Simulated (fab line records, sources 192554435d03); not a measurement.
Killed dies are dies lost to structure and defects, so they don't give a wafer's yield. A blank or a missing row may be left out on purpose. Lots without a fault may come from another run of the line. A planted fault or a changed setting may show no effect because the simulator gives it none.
Split-lot experiment | flow n5_finfet | 7 lots, 21 wafers read, on a route of 1938 steps

THE SPLIT
At N5_BEOL_M2_EXPOSE_08 (exposes mask M2), the setting dose_mj was moved away from the recipe's 41.25 on 6 of the 21 wafers read, by -6.2% to +6.6%. The other wafers ran this setting at the recipe's value.

FROM THE SPLIT TO THE READING: what the file shows between them, 2 steps
- N5_BEOL_M2_PEB_09: peb time 60 s
- N5_BEOL_M2_DEVELOP_10: develop time 30 s

THE READING
cd_nm, in nm, at N5_BEOL_M2_CD_MEAS_11 (target cd 16.79 nm). Fault-free wafers of this fab line usually give 16.74 nm, standard deviation 0.25 nm.

wafer  | tool, chamber at the split | dose_mj as run | against the recipe | cd_nm, nm | against lot-mates on the recipe
L078.1 | euv_scanner-02, 0          | 41.25          | recipe             | 17.06     | -
L078.2 | euv_scanner-02, 0          | 41.25          | recipe             | 16.79     | -
L078.3 | euv_scanner-02, 0          | 41.25          | recipe             | 17.02     | -
L081.2 | euv_scanner-01, 0          | 41.25          | recipe             | 16.51     | -
L081.4 | euv_scanner-01, 0          | 39.71          | -3.7%              | 15.92     | -0.52
L081.5 | euv_scanner-01, 0          | 41.25          | recipe             | 16.36     | -
L082.1 | euv_scanner-02, 0          | 38.68          | -6.2%              | 15.65     | -1.42
L082.5 | euv_scanner-02, 0          | 41.25          | recipe             | 17.07     | -
L082.6 | euv_scanner-02, 0          | 38.68          | -6.2%              | 15.34     | -1.73
L087.1 | euv_scanner-02, 0          | 39.73          | -3.7%              | 15.96     | -0.92
L087.3 | euv_scanner-02, 0          | 41.25          | recipe             | 16.84     | -
L087.4 | euv_scanner-02, 0          | 41.25          | recipe             | 16.92     | -
L088.1 | euv_scanner-02, 0          | 41.25          | recipe             | 16.47     | -
L088.4 | euv_scanner-02, 0          | 41.25          | recipe             | 16.44     | -
L088.6 | euv_scanner-02, 0          | 43.99          | +6.6%              | 17.56     | +1.11
L090.2 | euv_scanner-01, 0          | 40.06          | -2.9%              | 16.05     | -0.72
L090.4 | euv_scanner-01, 0          | 41.25          | recipe             | 16.53     | -
L090.5 | euv_scanner-01, 0          | 41.25          | recipe             | 17.01     | -
L097.1 | euv_scanner-02, 0          | 41.25          | recipe             | 16.31     | -
L097.5 | euv_scanner-02, 0          | 41.25          | recipe             | 16.52     | -
L097.6 | euv_scanner-02, 0          | 41.25          | recipe             | 16.71     | -

THE FIT
A straight line over all 21 wafers: cd_nm changes by +0.175 nm for each +1% of dose_mj; r = +0.89; the points scatter about the line by 0.25 nm.
The same after taking each lot's own level away (the mean of its wafers on the recipe; 21 wafers): +0.214 nm for each +1%; r = +0.96; scatter 0.18 nm.
On that fit, the largest move of dose_mj shifts the reading by 1.4 nm.
The lots' own levels span 16.435 to 17.070 nm, that is 2.5 times the standard deviation above.
So the lot-to-lot level changes the slope: the two fits differ.
Check: with one of the wafers moved furthest among these (+6.6%) left out of the fit, the line predicts +1.6 nm for it against its lot-mates. It came out at +1.11 nm against them.

THE WHOLE CHAIN: every reading that the file lists as answering this split, in the file's order
step                  | what it does                                                | reading                                                               | change (the file's fit)               | r (the file's)
N5_BEOL_M2_CD_MEAS_11 | target cd 16.79 nm                                          | cd_nm                                                                 | +0.206 nm for each +1% of the setting | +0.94
N5_BEOL_M2_ETCH_74    | etches underlayer in N2/H2, target depth 6.5 nm, time 5.2 s | BEOL_M2.cd_offset_nm (the simulator's own value, which no gauge read) | +0.163 nm for each +1% of the setting | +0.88
N5_BEOL_M2_ETCH_63    | etches SiARC in CF4, target depth 15.6 nm, time 26 s        | BEOL_M2.cd_offset_nm (the simulator's own value, which no gauge read) | +0.18 nm for each +1% of the setting  | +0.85

THE FILE'S OWN FIT
cd_nm changes by +0.206 nm for each +1% of dose_mj, r = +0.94.
